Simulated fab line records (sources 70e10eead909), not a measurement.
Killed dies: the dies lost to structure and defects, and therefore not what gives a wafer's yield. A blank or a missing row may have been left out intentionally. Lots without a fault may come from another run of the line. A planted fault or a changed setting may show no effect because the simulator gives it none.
fab line records    flow nandHarc
[record] lots = 11  wafers = 33  lastDay = 28
route steps=1159 shown P_ZERO_WELL@61 P_STI@83 END@1159
lots with no fault: from the same line, run without faults
startH: the number of hours between the record's first day and the start of the first shown wafer of the lot    waitH: how many hours have passed since the lot's step before this one    " as in the row above    L1.1+2: a single row standing in for several wafers    - no value, or no start given    * or withheld: withheld    < > ~ a bound
route shown NAME@n: NAME is a module with steps in the file, n the number in the route of the first one    usual: average and standard deviation across the fault-free wafers    same: alike in all rows    chamber/n: place in a boat    sites: each site's reading    _std_site: the values' standard deviation    _edge_site: outer sites' mean less inner sites'    radiusMm: how far each site lies from the wafer's centre    mask NAME#n: copy n    behind: the tool/chamber that last shaped the wafer    hold: what put the lot on hold/how long, in hours/how the hold closed    device: the n, p or np transistor that did not switch    end of line: the same wafers' tests at the end of the route    a step with no rows: only its recipe    killed: dies that structure and defects cost at the first sort, which is not the same as the wafer's yield    map: per-die view of a wafer (x killed, . not killed, _ where there is no die)
set.NAME: setting as actually run; set.NAME@STEP: the setting as run at that earlier step    model.NAME: the simulator's own value behind a step, which no gauge read
a sample of lots followed through the steps of the route, with each step as a table and each wafer as a row
services: from which hour (startH, from the record's first day; less than 0 if before it) a tool's chamber was out of use, for how many hours, and why
[[steps]]
[step NHARC_P_ZERO_WELL_DESCUM_54]
[recipe] timeS = 3  o2FlowSccm = 200  arFlowSccm = 0  biasPowerW = 0  chemistry = O2
[usual] drypumpMotorCurrentA = 5.6/0.64  oesProductAu = 0.997/0.012  rfVppV = 57.8/0.95  showerheadPlenumPTorr = 1.93/0.084  throttleValvePct = 11.310/0.0099
[same] biasPowerW = 0
lot.wafer  tool        chamber  startH  waitH  drypumpMotorCurrentA  oesProductAu  rfHoursCounterH  rfVppV  showerheadPlenumPTorr  throttleValvePct
L721.3     rieDiel-10  1        41.91   -      5.3                   0.999         3                57.6    1.99                   11.311
L721.1     "           2        "       "      5.7                   0.980         3                59.5    2.03                   11.315
L721.6     "           3        "       "      4.8                   0.982         -                55.9    1.79                   11.303
L722.4     rieDiel-03  1        47.90   -      6.2                   0.991         0                56.8    1.84                   11.296
L722.6     "           1        "       "      6.1                   0.986         -                57.3    1.85                   11.304
L722.5     "           2        "       "      6.8                   0.988         -                58.3    2.03                   11.319
L723.4     rieDiel-10  1        53.93   -      5.3                   0.990         3                58.0    1.99                   11.309
L723.6     "           1        "       "      5.3                   1.005         -                57.0    1.99                   11.315
L723.5     "           2        "       "      5.7                   0.984         -                58.4    2.03                   11.312
L725.2     rieDiel-03  2        65.64   -      6.8                   0.982         1                58.7    2.03                   11.314
L725.1     "           0        "       "      4.7                   1.019         1                58.8    2.04                   11.312
L725.5     "           2        "       "      6.8                   0.993         -                57.0    2.03                   11.315
L726.2     rieDiel-09  0        72.03   -      6.2                   1.018         14               57.8    1.87                   11.311
L726.3     "           1        "       "      6.3                   0.997         13               59.7    2.03                   11.315
L726.5     "           0        "       "      6.2                   1.012         -                58.0    1.87                   11.320
L729.3     rieDiel-03  3        89.90   -      5.0                   1.008         3                57.7    1.82                   11.318
L729.1     "           2        "       "      6.8                   0.981         3                57.2    2.03                   11.311
L729.5     "           3        "       "      5.1                   1.017         -                55.5    1.82                   11.300
L731.4     rieDiel-09  1        101.54  -      6.3                   0.976         2                58.0    2.03                   11.326
L731.2     "           2        "       "      5.3                   0.971         1                58.2    1.95                   11.316
L731.1     "           0        "       "      6.2                   1.002         1                57.9    1.87                   11.311
L732.2     rieDiel-09  0        107.95  -      6.2                   1.005         2                58.4    1.87                   11.317
L732.4     "           1        "       "      6.3                   0.998         2                58.4    2.03                   11.313
L732.5     "           3        "       "      5.0                   1.018         -                57.7    1.88                   11.308
L736.2     rieDiel-09  1        131.70  -      6.3                   0.980         2                58.9    2.03                   11.319
L736.1     "           2        "       "      5.3                   0.980         2                57.5    1.95                   11.317
L736.6     "           1        "       "      6.3                   0.978         -                57.6    2.03                   11.314
L737.3     rieDiel-09  1        137.78  -      6.3                   0.988         2                59.4    2.03                   11.307
L737.1     "           2        "       "      5.3                   0.971         2                57.2    1.95                   11.314
L737.6     "           1        "       "      6.3                   0.993         -                57.6    2.03                   11.309
L740.1     rieDiel-03  1        155.99  -      6.2                   0.997         7                55.7    1.84                   11.324
L740.2     "           2        "       "      6.8                   0.993         7                58.0    2.03                   11.301
L740.6     "           0        "       "      4.7                   1.007         -                60.1    2.04                   11.288
[step NHARC_P_STI_CD_MEAS_09]
[recipe] targetCdNm = 200  landingEnergyEv = 500
[usual] cdNm = 200.6/2.5
[same] landingEnergyEv = 500
lot.wafer  tool      chamber  startH  waitH  cdNm
L721.1     cdSem-03  0        55.76   -      201.7
L721.3     "         0        "       "      204.3
L721.6     "         0        "       "      203.5
L722.4     cdSem-02  0        64.93   -      201.2
L722.5     "         0        "       "      200.7
L722.6     "         0        "       "      203.7
L723.4     cdSem-02  0        70.77   -      198.9
L723.5     "         0        "       "      200.9
L723.6     "         0        "       "      203.2
L725.1     cdSem-03  0        79.81   -      195.7
L725.2     "         0        "       "      196.0
L725.5     "         0        "       "      198.9
L726.2     cdSem-03  0        89.03   -      202.7
L726.3     "         0        "       "      201.6
L726.5     "         0        "       "      203.2
L729.1     cdSem-02  0        110.03  -      198.6
L729.3     "         0        "       "      198.5
L729.5     "         0        "       "      197.1
L731.1     cdSem-01  0        119.02  -      198.3
L731.2     "         0        "       "      200.5
L731.4     "         0        "       "      201.2
L732.2     cdSem-01  0        125.16  -      196.0
L732.4     "         0        "       "      200.1
L732.5     "         0        "       "      196.6
L736.1     cdSem-01  0        148.88  -      204.9
L736.2     "         0        "       "      201.8
L736.6     "         0        "       "      204.7
L737.1     cdSem-03  0        157.03  -      202.4
L737.3     "         0        "       "      202.6
L737.6     "         0        "       "      202.7
L740.1     cdSem-02  0        172.96  -      202.3
L740.2     "         0        "       "      202.8
L740.6     "         0        "       "      204.3
[step NHARC_P_STI_DESCUM_14]
[recipe] timeS = 3  o2FlowSccm = 200  arFlowSccm = 0  biasPowerW = 0  chemistry = O2
[usual] drypumpMotorCurrentA = 5.6/0.58  oesProductAu = 0.999/0.01  rfVppV = 57.9/0.92  showerheadPlenumPTorr = 1.92/0.11  throttleValvePct = 11.312/0.0093
[same] biasPowerW = 0
lot.wafer  tool        chamber  startH  waitH  drypumpMotorCurrentA  oesProductAu  rfHoursCounterH  rfVppV  showerheadPlenumPTorr  throttleValvePct
L721.1     rieDiel-02  3        56.22   -      5.0                   1.001         1.9              58.4    1.82                   11.321
L721.3     "           0        "       "      5.7                   1.001         1.8              56.7    2.05                   11.319
L721.6     "           2        "       "      4.8                   1.001         -                58.0    1.85                   11.306
L722.4     rieDiel-13  0        65.20   -      6.2                   0.981         6.9              57.9    1.79                   11.296
L722.6     "           2        "       "      5.7                   1.010         -                56.9    2.05                   11.320
L722.5     "           3        "       "      6.4                   0.992         -                58.1    1.79                   11.329
L723.4     rieDiel-02  2        71.04   -      4.7                   1.002         2.0              58.1    1.85                   11.297
L723.6     "           0        "       "      5.7                   1.007         -                59.0    2.05                   11.301
L723.5     "           1        "       "      6.2                   0.996         -                58.2    1.98                   11.305
L725.1     rieDiel-13  1        80.08   -      5.1                   1.004         7.7              57.7    1.81                   11.295
L725.2     "           3        "       "      6.4                   1.005         8.6              58.9    1.79                   11.309
L725.5     "           1        "       "      5.1                   0.999         -                57.5    1.81                   11.304
L726.3     rieDiel-02  0        89.29   -      5.7                   0.999         2.2              59.1    2.05                   11.292
L726.2     "           3        "       "      5.1                   1.008         2.3              57.7    1.82                   11.306
L726.5     "           0        "       "      5.7                   1.011         -                60.4    2.05                   11.298
L729.3     rieDiel-07  2        110.29  -      5.2                   0.968         1.1              59.2    2.02                   11.303
L729.1     "           0        "       "      5.0                   0.990         1.0              58.6    1.98                   11.310
L729.5     "           2        "       "      5.2                   0.978         -                58.4    2.02                   11.318
L731.4     rieDiel-13  1        119.28  -      5.1                   0.991         0.2              57.2    1.81                   11.330
L731.1     "           3        "       "      6.5                   0.998         0.2              59.1    1.79                   11.316
L731.2     "           0        "       "      6.3                   0.999         0.2              57.6    1.79                   11.317
L732.4     rieDiel-13  1        125.41  -      5.1                   0.990         0.2              56.6    1.81                   11.319
L732.2     "           0        "       "      6.3                   1.008         0.3              56.8    1.79                   11.315
L732.5     "           1        "       "      5.1                   0.989         -                57.8    1.81                   11.314
L736.1     rieDiel-07  1        149.14  -      5.3                   0.993         1.9              57.1    1.96                   11.317
L736.2     "           0        "       "      5.0                   1.001         2.0              57.0    1.98                   11.318
L736.6     "           1        "       "      5.3                   1.006         -                57.7    1.96                   11.325
L737.1     rieDiel-13  1        157.29  -      5.0                   0.981         0.9              57.2    1.81                   11.308
L737.3     "           2        "       "      5.7                   0.978         0.8              58.8    2.05                   11.311
L737.6     "           2        "       "      5.7                   0.981         -                57.8    2.05                   11.317
L740.1     rieDiel-02  3        173.23  -      5.1                   1.019         0.5              56.4    1.82                   11.321
L740.2     "           1        "       "      6.2                   0.999         0.3              57.6    1.98                   11.325
L740.6     "           2        "       "      4.8                   0.996         -                58.3    1.85                   11.321
[step NHARC_P_STI_ETCH_15]
[recipe] targetDepthA = 3000  taperDeg = 4  timeS = 100.1  hbrFlowSccm = 150  cl2FlowSccm = 50  rfW = 400  icpW = 400  biasW = 100  chemistry = HBr/Cl2
[usual] biasW = 100.0/0.31  chamberPressureMTorr = 14.998/0.014  drypumpMotorCurrentA = 5.5/0.38  oesProductAu = 1.001/0.0097  throttleValvePct = 26.405/0.0099
lot.wafer  tool      chamber  startH  waitH  biasW  chamberPressureMTorr  drypumpMotorCurrentA  oesProductAu  rfHoursCounterH  throttleValvePct
L721.1     rieSi-03  3        56.48   -      99.8   15.004                5.6                   0.995         0.5              26.402
L721.3     "         2        "       "      99.6   15.004                5.4                   1.009         0.4              26.424
L721.6     "         3        "       "      99.5   15.000                5.6                   0.986         -                26.421
L722.4     rieSi-03  1        65.48   -      100.1  14.984                5.7                   1.015         0.5              26.407
L722.5     "         3        "       "      99.4   14.981                5.6                   0.988         -                26.387
L722.6     "         0        "       "      100.1  14.990                5.3                   1.022         -                26.411
L723.4     rieSi-05  2        71.30   -      100.6  14.999                5.0                   0.989         0.0              26.412
L723.6     "         2        "       "      100.6  14.974                5.0                   0.989         -                26.404
L723.5     "         3        "       "      100.2  14.974                5.9                   0.998         -                26.403
L725.1     rieSi-06  1        80.41   -      100.0  15.023                5.8                   1.013         0.4              26.406
L725.2     "         3        "       "      99.9   14.980                5.2                   0.990         0.4              26.408
L725.5     "         0        "       "      99.8   14.991                4.9                   1.008         -                26.385
L726.2     rieSi-06  1        89.61   -      99.8   14.996                5.8                   1.009         0.4              26.395
L726.3     "         2        "       "      99.8   14.990                5.7                   0.998         0.4              26.418
L726.5     "         3        "       "      100.4  15.005                5.2                   1.004         -                26.402
L729.1     rieSi-05  3        110.57  -      -      -                     -                     -             -                -
L729.3     "         0        "       "      -      -                     -                     -             -                -
L729.5     "         0        "       "      -      -                     -                     -             -                -
L731.1     rieSi-06  0        119.55  -      -      -                     -                     -             -                -
L731.4     "         1        "       "      -      -                     -                     -             -                -
L731.2     "         3        "       "      -      -                     -                     -             -                -
L732.4     rieSi-05  2        125.69  -      -      -                     -                     -             -                -
L732.2     "         3        "       "      -      -                     -                     -             -                -
L732.5     "         3        "       "      -      -                     -                     -             -                -
L736.1     rieSi-03  0        149.43  -      99.7   15.000                5.3                   1.023         0.9              26.409
L736.2     "         1        "       "      100.2  14.986                5.7                   1.023         0.9              26.391
L736.6     "         3        "       "      99.5   15.009                5.6                   1.000         -                26.426
L737.3     rieSi-06  2        157.61  -      99.9   15.002                5.7                   1.003         0.8              26.401
L737.1     "         1        "       "      99.7   15.016                5.8                   1.016         0.9              26.429
L737.6     "         3        "       "      99.7   15.000                5.2                   0.994         -                26.403
L740.2     rieSi-06  2        173.53  -      99.8   14.999                5.7                   1.001         0.9              26.410
L740.1     "         3        "       "      100.5  14.994                5.1                   0.994         0.9              26.391
L740.6     "         0        "       "      99.9   15.009                4.9                   0.994         -                26.405
[step NHARC_P_STI_OCD_MEAS_17]
[usual] trenchDepthNm = 301/4  trenchFootCdNm = 158.5/2.5
lot.wafer  tool    chamber  startH  waitH  trenchDepthNm  trenchFootCdNm
L721.1     ocd-01  -        56.73   0.1    295            160.2
L721.3     "       -        "       "      306            161.6
L721.6     "       -        "       "      293            162.7
L722.4     ocd-02  -        65.71   0.1    305            158.1
L722.5     "       -        "       "      296            159.3
L722.6     "       -        "       "      309            160.7
L723.4     ocd-02  -        71.55   0.1    294            157.6
L723.5     "       -        "       "      298            159.6
L723.6     "       -        "       "      294            162.0
L725.1     ocd-02  -        80.64   0.1    306            152.8
L725.2     "       -        "       "      298            154.3
L725.5     "       -        "       "      304            156.5
L726.2     ocd-02  -        89.83   0.1    304            159.8
L726.3     "       -        "       "      298            159.8
L726.5     "       -        "       "      301            161.0
L729.1     ocd-01  -        110.81  0.1    0              -
L729.3     "       -        "       "      0              -
L729.5     "       -        "       "      0              -
L731.1     ocd-02  -        119.80  0.1    0              -
L731.2     "       -        "       "      0              -
L731.4     "       -        "       "      0              -
L732.2     ocd-02  -        125.94  0.1    0              -
L732.4     "       -        "       "      1              -
L732.5     "       -        "       "      0              -
L736.1     ocd-02  -        149.66  0.1    308            161.2
L736.2     "       -        "       "      309            158.8
L736.6     "       -        "       "      300            163.0
L737.1     ocd-02  -        157.85  0.1    310            159.1
L737.3     "       -        "       "      300            161.2
L737.6     "       -        "       "      301            159.8
L740.1     ocd-01  -        173.75  0.1    299            159.8
L740.2     "       -        "       "      305            160.0
L740.6     "       -        "       "      299            162.3
[step NHARC_P_STI_OCD_MEAS_43]
[usual] trenchDepthNm = 301/4.1  trenchFootCdNm = 158.5/2.5
lot.wafer  tool    chamber  startH  waitH  trenchDepthNm  trenchFootCdNm
L721.1     ocd-01  -        57.24   -      294            160.1
L721.3     "       -        "       "      306            162.0
L721.6     "       -        "       "      293            162.2
L722.4     ocd-01  -        66.21   -      307            158.3
L722.5     "       -        "       "      295            159.3
L722.6     "       -        "       "      309            160.6
L723.4     ocd-01  -        72.06   -      293            158.1
L723.5     "       -        "       "      298            159.8
L723.6     "       -        "       "      295            161.7
L725.1     ocd-02  -        81.15   -      306            152.7
L725.2     "       -        "       "      297            154.3
L725.5     "       -        "       "      304            156.5
L726.2     ocd-01  -        90.34   -      304            160.5
L726.3     "       -        "       "      297            159.7
L726.5     "       -        "       "      301            160.7
L729.1     ocd-01  -        111.32  -      0              -
L729.3     "       -        "       "      0              -
L729.5     "       -        "       "      0              -
L731.1     ocd-01  -        120.32  -      0              -
L731.2     "       -        "       "      0              -
L731.4     "       -        "       "      0              -
L732.2     ocd-01  -        126.45  -      0              -
L732.4     "       -        "       "      0              -
L732.5     "       -        "       "      0              -
L736.1     ocd-01  -        150.17  -      308            161.2
L736.2     "       -        "       "      309            158.4
L736.6     "       -        "       "      301            163.1
L737.1     ocd-01  -        158.36  -      310            158.7
L737.3     "       -        "       "      300            161.0
L737.6     "       -        "       "      302            160.3
L740.1     ocd-02  -        174.26  -      299            159.9
L740.2     "       -        "       "      304            160.5
L740.6     "       -        "       "      299            162.4
[step NHARC_END_SORT_01]
[recipe] tempC = 25
[usual] killedAtArray = 29/11  killedAtOther = 0.5/0.85  killedAtPeriphery = 3.0/2.3  killedDies = 33/12  killedOpen = 3.3/1.9  killedShort = 2.0/1.5
[same] grossDies = 677
lot.wafer  tool       chamber  startH  waitH  killedAtArray  killedAtOther  killedAtPeriphery  killedDies  killedOpen  killedShort
L725.1     prober-02  0        591.85  2.5    25             0              1                  26          4           5
L725.2     prober-02  0        592.66  2.8    19             0              1                  20          1           0
L725.5     prober-02  0        595.08  3.7    10             0              1                  11          4           1
L722.4     prober-02  0        602.14  3.4    21             0              6                  27          3           6
L722.5     prober-02  0        602.95  3.8    16             0              2                  18          2           0
L722.6     prober-02  0        603.76  4.1    27             2              7                  36          9           3
L731.1     prober-01  0        618.65  2.5    36             0              641                677         3           4
L731.2     prober-01  0        619.46  2.8    39             1              637                677         2           1
L731.4     prober-01  0        621.07  3.4    43             0              634                677         3           1
L732.2     prober-01  0        627.32  2.8    39             0              638                677         6           0
L732.4     prober-01  0        628.94  3.4    43             0              634                677         3           3
L732.5     prober-01  0        629.75  3.8    26             0              651                677         3           2
L736.1     prober-02  0        630.93  2.5    43             1              0                  44          2           1
L736.2     prober-02  0        631.72  2.8    29             0              3                  32          2           4
L736.6     prober-02  0        634.90  4.0    44             1              2                  47          1           5
L729.1     prober-02  0        654.24  2.5    42             0              635                677         7           4
L729.3     prober-02  0        655.84  3.1    47             0              630                677         10          0
L729.5     prober-02  0        657.44  3.7    49             0              628                677         2           1
L740.1     prober-02  0        662.07  2.5    15             0              0                  15          2           0
L740.2     prober-02  0        662.86  2.8    18             0              3                  21          6           3
L740.6     prober-02  0        666.03  4.0    16             0              2                  18          2           3
// killed by level:class
L725.1 A_CHANNEL_HOLE_D1:chamberFilmFlake=7 A_STAIRCASE:chamberFilmFlake=5 A_CONTACT:chamberFilmFlake=4 A_CONTACT:geometricParticle:open=2 A_M0:geometricParticle:open=2 A_M0:geometricParticle:short=2 A_ONON_D1:geometricParticle:short=1 A_CHANNEL_FILL_D1:geometricParticle:short=1
L725.2 A_CHANNEL_HOLE_D1:chamberFilmFlake=6 A_CONTACT:chamberFilmFlake=6 A_ZERO_WELL:chamberFilmFlake=2 A_CONTACT:geometricParticle:open=1 P_BONDPAD:chamberFilmFlake=1 A_STAIRCASE:chamberFilmFlake=1 A_SLIT:chamberFilmFlake=1 A_WL_FILL:chamberFilmFlake=1
L725.5 A_CONTACT:geometricParticle:open=2 A_SLIT:chamberFilmFlake=2 A_CONTACT:chamberFilmFlake=2 P_CONTACT:geometricParticle:open=1 A_CHANNEL_FILL_D1:geometricParticle:short=1 A_WL_FILL:geometricParticle:open=1 A_ZERO_WELL:chamberFilmFlake=1 A_CHANNEL_HOLE_D1:chamberFilmFlake=1
L722.4 A_CHANNEL_HOLE_D1:chamberFilmFlake=4 A_WL_FILL:geometricParticle:short=3 P_ZERO_WELL:chamberFilmFlake=3 A_CONTACT:chamberFilmFlake=3 A_CHANNEL_FILL_D1:geometricParticle:short=2 A_CONTACT:geometricParticle:open=2 P_M1:chamberFilmFlake=2 A_CHANNEL_FILL_D1:chamberFilmFlake=2
L722.5 A_CHANNEL_HOLE_D1:chamberFilmFlake=7 A_STAIRCASE:chamberFilmFlake=3 P_ZERO_WELL:chamberFilmFlake=2 A_SGD_CUT:chamberFilmFlake=2 A_CHANNEL_FILL_D1:geometricParticle:open=1 A_CONTACT:geometricParticle:open=1 A_WL_FILL:chamberFilmFlake=1 A_CONTACT:chamberFilmFlake=1
L722.6 A_CHANNEL_HOLE_D1:chamberFilmFlake=7 A_CONTACT:geometricParticle:open=4 P_ZERO_WELL:chamberFilmFlake=4 A_CONTACT:chamberFilmFlake=4 A_CHANNEL_FILL_D1:chamberFilmFlake=3 A_SGD_CUT:chamberFilmFlake=3 A_ONON_D1:geometricParticle:short=2 A_CHANNEL_FILL_D1:geometricParticle:open=2
L731.1 P_STI:areaEtch=637 A_SLIT:chamberFilmFlake=19 A_CHANNEL_HOLE_D1:chamberFilmFlake=6 A_M0:chamberFilmFlake=3 A_CHANNEL_HOLE_D1:geometricParticle:short=2 A_CONTACT:geometricParticle:open=2 P_STI:chamberFilmFlake=2 P_M1:geometricParticle:short=1
L731.2 P_STI:areaEtch=633 A_SLIT:chamberFilmFlake=24 A_CHANNEL_HOLE_D1:chamberFilmFlake=8 A_CONTACT:chamberFilmFlake=3 P_M0:geometricParticle:open=2 A_STAIRCASE:chamberFilmFlake=2 A_M0:chamberFilmFlake=2 P_CONTACT:geometricParticle:short=1
L731.4 P_STI:areaEtch=634 A_SLIT:chamberFilmFlake=22 A_CHANNEL_HOLE_D1:chamberFilmFlake=7 A_M0:chamberFilmFlake=5 A_STAIRCASE:chamberFilmFlake=2 A_CONTACT:chamberFilmFlake=2 A_CHANNEL_HOLE_D1:geometricParticle:open=1 A_WL_FILL:geometricParticle:open=1
L732.2 P_STI:areaEtch=636 A_CHANNEL_HOLE_D1:chamberFilmFlake=20 A_CONTACT:chamberFilmFlake=10 A_CONTACT:geometricParticle:open=4 P_GATE:chamberFilmFlake=2 A_STAIRCASE:chamberFilmFlake=2 A_ONON_D1:geometricParticle:open=1 A_M0:geometricParticle:open=1
L732.4 P_STI:areaEtch=628 A_CHANNEL_HOLE_D1:chamberFilmFlake=24 A_STAIRCASE:chamberFilmFlake=6 A_CONTACT:chamberFilmFlake=6 P_CONTACT:chamberFilmFlake=2 A_CHANNEL_FILL_D1:chamberFilmFlake=2 P_CONTACT:geometricParticle:short=1 P_M0:geometricParticle:short=1
L732.5 P_STI:areaEtch=648 A_CHANNEL_HOLE_D1:chamberFilmFlake=16 A_CONTACT:chamberFilmFlake=4 P_ZERO_WELL:chamberFilmFlake=2 A_SOURCE_PLATE:geometricParticle:short=1 A_WL_FILL:geometricParticle:short=1 A_BLC:geometricParticle:open=1 A_M0:geometricParticle:open=1
L736.1 A_CHANNEL_HOLE_D1:chamberFilmFlake=33 A_STAIRCASE:chamberFilmFlake=3 A_WL_FILL:chamberFilmFlake=2 A_CONTACT:chamberFilmFlake=2 A_ONON_D1:geometricParticle:open=1 A_WL_FILL:geometricParticle:short=1 A_M1:geometricParticle:open=1 THIN_TSV:chamberFilmFlake=1
L736.2 A_CHANNEL_HOLE_D1:chamberFilmFlake=19 A_WL_FILL:chamberFilmFlake=4 A_CONTACT:chamberFilmFlake=2 P_GATE:geometricParticle:short=1 P_CONTACT:geometricParticle:open=1 A_ONON_D1:geometricParticle:short=1 A_CHANNEL_HOLE_D1:geometricParticle:open=1 A_CHANNEL_FILL_D1:geometricParticle:short=1
L736.6 A_CHANNEL_HOLE_D1:chamberFilmFlake=22 A_STAIRCASE:chamberFilmFlake=10 A_WL_FILL:chamberFilmFlake=3 A_CONTACT:chamberFilmFlake=3 A_WL_FILL:geometricParticle:short=2 P_M1:geometricParticle:short=1 A_SOURCE_PLATE:geometricParticle:short=1 A_CONTACT:geometricParticle:open=1
L729.1 P_STI:areaEtch=631 A_SLIT:chamberFilmFlake=18 A_CHANNEL_HOLE_D1:chamberFilmFlake=13 A_CONTACT:chamberFilmFlake=2 P_CONTACT:geometricParticle:open=1 P_M0:geometricParticle:open=1 P_M1:geometricParticle:open=1 P_M1:geometricParticle:short=1
L729.3 P_STI:areaEtch=628 A_SLIT:chamberFilmFlake=19 A_CHANNEL_HOLE_D1:chamberFilmFlake=14 A_CONTACT:geometricParticle:open=4 A_CONTACT:chamberFilmFlake=4 A_ONON_D1:geometricParticle:open=3 P_M0:geometricParticle:open=1 A_CHANNEL_FILL_D1:geometricParticle:open=1
L729.5 P_STI:areaEtch=626 A_SLIT:chamberFilmFlake=24 A_CHANNEL_HOLE_D1:chamberFilmFlake=21 A_STAIRCASE:chamberFilmFlake=2 P_CONTACT:geometricParticle:open=1 A_SGD_CUT:geometricParticle:short=1 A_CONTACT:geometricParticle:open=1 P_GATE:chamberFilmFlake=1
L740.1 A_CHANNEL_HOLE_D1:chamberFilmFlake=9 A_M0:geometricParticle:open=2 A_CONTACT:chamberFilmFlake=2 A_ZERO_WELL:chamberFilmFlake=1 A_STAIRCASE:chamberFilmFlake=1
L740.2 A_CHANNEL_HOLE_D1:chamberFilmFlake=6 A_STAIRCASE:chamberFilmFlake=3 A_M0:geometricParticle:open=2 P_CONTACT:geometricParticle:open=1 P_CONTACT:geometricParticle:short=1 A_ONON_D1:geometricParticle:short=1 A_WL_FILL:geometricParticle:short=1 A_WL_FILL:geometricParticle:open=1
L740.6 A_CHANNEL_HOLE_D1:chamberFilmFlake=8 A_SGD_CUT:geometricParticle:open=2 A_SLIT:chamberFilmFlake=2 P_CONTACT:geometricParticle:short=1 A_SGD_CUT:geometricParticle:short=1 A_M0:geometricParticle:short=1 P_STI:chamberFilmFlake=1 A_ZERO_WELL:chamberFilmFlake=1
[[services]]
tool        chamber  startH  hours  kind
rieDiel-02  2        21.35   5.2    repair
rieDiel-13  0        29.00   -      clean
rieDiel-13  1        29.00   -      clean
rieDiel-13  2        29.00   -      clean
rieDiel-10  -        29.80   0.9    repair
rieDiel-13  2        29.98   10.1   repair
rieDiel-03  -        38.30   9.0    pm
rieDiel-07  -        51.20   9.0    pm
rieSi-06    -        57.56   0.3    repair
rieSi-05    -        62.00   9.0    pm
rieDiel-09  3        73.99   9.8    repair
rieDiel-09  -        77.10   9.0    pm
rieDiel-13  -        99.00   9.0    pm
rieDiel-02  1        99.42   5.9    repair
rieSi-05    -        105.05  0.3    repair
rieDiel-03  3        120.85  5.6    repair
rieDiel-09  3        144.54  2.2    repair
rieDiel-13  3        148.14  9.5    repair
rieDiel-02  -        149.30  0.7    repair
rieDiel-02  -        150.70  9.0    pm
rieDiel-03  3        154.00  21.3   repair
rieSi-03    -        155.00  9.0    pm
rieDiel-07  0        170.19  4.1    repair
rieSi-05    0        173.16  24.3   repair
[[key]]
[firstSign] step = NHARC_P_STI_ETCH_15  reading = toolRecord  direction = missing
[effect] step = NHARC_P_STI_OCD_MEAS_17  reading = trenchDepthNm  direction = down  sigmas = 74  usual = 301  struck = 0
[effect] step = NHARC_P_STI_OCD_MEAS_43  reading = trenchDepthNm  direction = down  sigmas = 73  usual = 301  struck = 0
[effect] step = NHARC_END_SORT_01  reading = killedAtPeriphery  direction = up  sigmas = 99+  usual = 3.0  struck = 636.4
[moreKillsBornAt] NHARC_P_STI_ETCH_15@rieSi-05 = 3795  NHARC_P_STI_ETCH_15@rieSi-06 = 1904
metAt NHARC_P_STI_ETCH_15
struckLots L729,L731,L732
laterRowsLeftOut L729.1,L729.3,L729.5,L731.1,L731.2,L731.4,L732.2,L732.4,L732.5
testerLeftOut L729,L731,L732
notActingAt NHARC_P_ZERO_WELL_DESCUM_54,NHARC_P_STI_CD_MEAS_09,NHARC_P_STI_DESCUM_14
onsetBetween 89.61 110.57
[fault] kind = skippedStepWhole  tool = rieSi-05,rieSi-06  chamber = -  onsetH = 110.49  steps = NHARC_P_STI_ETCH_15  scope = struckLotsOnly
// testerLeftOut: of these lots the tester's yield and bins aren't shown, on N5 and GAA mostly nor the transistor test; their killed dies are dies lost to structure and defects alone, not to doping, threshold or leakage, so they don't give the yield
// laterRowsLeftOut: the simulator's readings of these wafers behind a module that went badly wrong aren't trusted and aren't shown, but for the sort
